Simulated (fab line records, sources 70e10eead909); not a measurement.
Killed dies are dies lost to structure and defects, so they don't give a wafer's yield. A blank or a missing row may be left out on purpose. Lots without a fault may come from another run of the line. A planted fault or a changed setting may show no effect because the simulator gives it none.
Chamber matching | flow nand_harc | NHARC_A_CHANNEL_FILL_D1_ALD_02 on ald_hk-04: 4 sister chambers
The step deposits SiO2, target thk 6 nm, pulse time 10 s, ald cycles 60. 8 wafers are shown with their chamber, then 7 later ones without.

WAFERS WITH THEIR CHAMBER
wafer  | chamber | heater_power_w (W) | precursor_pulse_height_rel
L074.2 | 3       | 401                | 0.967
L076.6 | 0       | 494                | 1.000
L086.3 | 3       | 381                | 0.996
L086.5 | 0       | 479                | 0.971
L090.3 | 2       | 428                | 0.999
L090.6 | 1       | 486                | 0.988
L089.1 | 1       | 488                | 1.039
L089.4 | 2       | 423                | 1.024

WAFERS WITHOUT THEIR CHAMBER
wafer  | heater_power_w (W) | precursor_pulse_height_rel
L089.5 | 478                | 1.007
L094.1 | 377                | 0.988
L094.4 | 414                | 1.014
L094.5 | 427                | 1.010
L097.1 | 392                | 0.999
L097.3 | 416                | 1.008
L097.6 | 479                | 1.006

WHICH CHAMBER EACH WENT THROUGH
wafer  | from the rows above     | in truth
L089.5 | can't be placed: 1 or 0 | 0
L094.1 | 3                       | 3
L094.4 | can't be placed: 2 or 3 | 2
L094.5 | 2                       | 2
L097.1 | 3                       | 3
L097.3 | can't be placed: 2 or 3 | 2
L097.6 | can't be placed: 1 or 0 | 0
Placed correctly: 3 of 7. Can't be placed from these rows: 4 (the true chamber is among the candidates in 4). Placed wrongly: 0.
How it was worked out, from the rows above alone: a wafer's distance from a chamber is the root of the sum, over the readings, of the square of ((its reading less the chamber's mean) divided by the reading's scatter). The wafer belongs to the nearest chamber; if the next one is less than 2 further off, it can't be placed. A chamber's mean is the mean of its shown wafers. The scatter: the root of (the sum of the squares of (reading less its chamber's mean) over the shown wafers, divided by (wafers less chambers)).
